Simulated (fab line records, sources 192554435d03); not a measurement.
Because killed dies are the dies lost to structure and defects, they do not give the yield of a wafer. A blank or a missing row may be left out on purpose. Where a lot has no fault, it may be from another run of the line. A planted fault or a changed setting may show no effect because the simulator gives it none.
A single fault, viewed from 2 desks    flow n5-finfet    each desk has only its own numbers; what lay behind them comes last

== METROLOGY DESK ==
Lot by lot, what the gauges showed, no matter which tool ran the lot: averages of those sampled wafers that carry a number. A lot is out of limits, marked OUT, if its mean lies more than 4 standard deviations from the usual mean; the brackets give that distance. Only the readings that lie furthest out on some lot appear, 7 of the 10 it has.
Columns: A = DIBL_N at N5_BEOL_M4_RC_MEAS_101, usual 36.0 mV/V; B = IOFF_N at N5_BEOL_M4_RC_MEAS_101, usual 0.156 nA/um; C = IOFF_P at N5_BEOL_M4_RC_MEAS_101, usual 0.21 nA/um; D = ION_N at N5_BEOL_M4_RC_MEAS_101, usual 673 uA/um; E = ION_P at N5_BEOL_M4_RC_MEAS_101, usual 463 uA/um; F = VT_N at N5_BEOL_M4_RC_MEAS_101, usual 250 mV; G = VT_P at N5_BEOL_M4_RC_MEAS_101, usual -250 mV
lot   first seen here  A     B      C     D    E    F    G
L419  day 7 21:32      34.0  0.132  0.18  665  463  253  -251
L420  day 8 05:31      34.7  0.124  0.19  658  458  255  -251
L428  day 10 00:16     36.7  0.165  0.19  683  465  249  -253
L431  day 10 22:46     34.9  0.164  0.24  682  474  247  -246
L432  day 11 03:14     35.4  0.153  0.27  687  482  248  -242
L440  day 13 09:05     35.1  0.158  0.22  671  466  248  -245
L441  day 13 10:40     35.7  0.146  0.18  677  462  251  -254
L439  day 13 13:15     38.0  0.191  0.23  680  460  248  -252
This desk's finding: nothing out of limits on any of the 8 lots.

== DESK OF THE TOOL OWNER: rie-diel-01 ==
The tool's own readings at N5_MOL_CONTACT_COAG_ETCH_124 (etches SiNx in CH3F/O2, stops on SiOC, target depth 6.5 nm): means of the sampled wafers that have a number, for each lot that ran on this tool. A lot is out of limits, marked OUT, if its mean lies more than 4 standard deviations from the usual mean; the brackets give that distance.
Columns: A = CH3F_flow_sccm at N5_MOL_CONTACT_COAG_ETCH_124, usual 30.00 sccm; B = drypump-motor-current-A at N5_MOL_CONTACT_COAG_ETCH_124, usual 5.8 A; C = oes_f_703_au at N5_MOL_CONTACT_COAG_ETCH_124, usual 0.86 a.u.; D = oes-product-au at N5_MOL_CONTACT_COAG_ETCH_124, usual 0.72 a.u.; E = rf-vpp-V at N5_MOL_CONTACT_COAG_ETCH_124, usual 295 V; F = showerhead-plenum-p-Torr at N5_MOL_CONTACT_COAG_ETCH_124, usual 2.01 Torr; G = throttle-valve-pct at N5_MOL_CONTACT_COAG_ETCH_124, usual 16.27 %
lot   first seen here  A      B    C     D     E    F     G
L419  day 5 07:23      29.94  6.2  0.74  0.61  291  2.03  16.56
L420  day 5 12:40      30.08  5.9  0.73  0.61  294  2.01  16.50
L439  day 10 05:41     30.05  6.1  0.82  0.63  294  2.01  16.32
L440  day 10 09:44     29.91  6.0  0.77  0.59  296  2.00  16.27
This desk's finding: nothing out of limits on any of the 4 lots.

== TAKEN TOGETHER ==
The metrology desk saw nothing out of limits.
Nothing out of limits was seen by the tool owner's desk.

== WHAT THE SIMULATOR HAD PUT IN ==
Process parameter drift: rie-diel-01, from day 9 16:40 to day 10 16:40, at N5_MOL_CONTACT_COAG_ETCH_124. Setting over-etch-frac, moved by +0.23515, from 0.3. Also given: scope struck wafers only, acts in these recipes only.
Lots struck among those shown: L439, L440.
